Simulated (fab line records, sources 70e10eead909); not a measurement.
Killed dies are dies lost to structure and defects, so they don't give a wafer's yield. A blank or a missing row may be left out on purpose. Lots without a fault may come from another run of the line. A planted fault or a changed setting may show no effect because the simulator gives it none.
Chamber matching | flow nand_harc | NHARC_A_CHANNEL_FILL_D1_STRIP_28 on rie_diel-10: 4 sister chambers
The step strips in O2, time 20 s. 4 wafers are shown with their chamber, then 12 later ones without.

WAFERS WITH THEIR CHAMBER
wafer  | chamber | drypump_motor_current_A (A)
L093.2 | 1       | 5.7
L093.1 | 0       | 6.1
L093.3 | 3       | 6.2
L093.5 | 2       | 6.0

WAFERS WITHOUT THEIR CHAMBER
wafer  | drypump_motor_current_A (A)
L097.1 | 6.0
L097.2 | 6.2
L097.3 | 6.2
L097.4 | 5.8
L097.5 | 5.8
L097.6 | 6.1
L095.1 | 5.8
L095.3 | 6.1
L095.5 | 6.2
L095.2 | 6.2
L095.4 | 6.1
L095.6 | 6.1

WHICH CHAMBER EACH WENT THROUGH
wafer  | from the rows above | in truth
L097.1 | 2                   | 2
L097.2 | 3                   | 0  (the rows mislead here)
L097.3 | 3                   | 3
L097.4 | 1                   | 1
L097.5 | 1                   | 1
L097.6 | 0                   | 0
L095.1 | 1                   | 1
L095.3 | 0                   | 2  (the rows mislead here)
L095.5 | 3                   | 3
L095.2 | 3                   | 3
L095.4 | 0                   | 0
L095.6 | 0                   | 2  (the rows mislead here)
Placed correctly: 9 of 12. Can't be placed from these rows: 0. Placed wrongly: 3.
How it was worked out, from the rows above alone: a wafer's distance from a chamber is the root of the sum, over the readings, of the square of ((its reading less the chamber's mean) divided by the reading's scatter). The wafer belongs to the nearest chamber; if the next one is less than 2 further off, it can't be placed. A chamber's mean is the mean of its shown wafers. The scatter: with one shown wafer a chamber, the root of the mean of the squares of how far each hidden wafer lies from its nearest shown one.
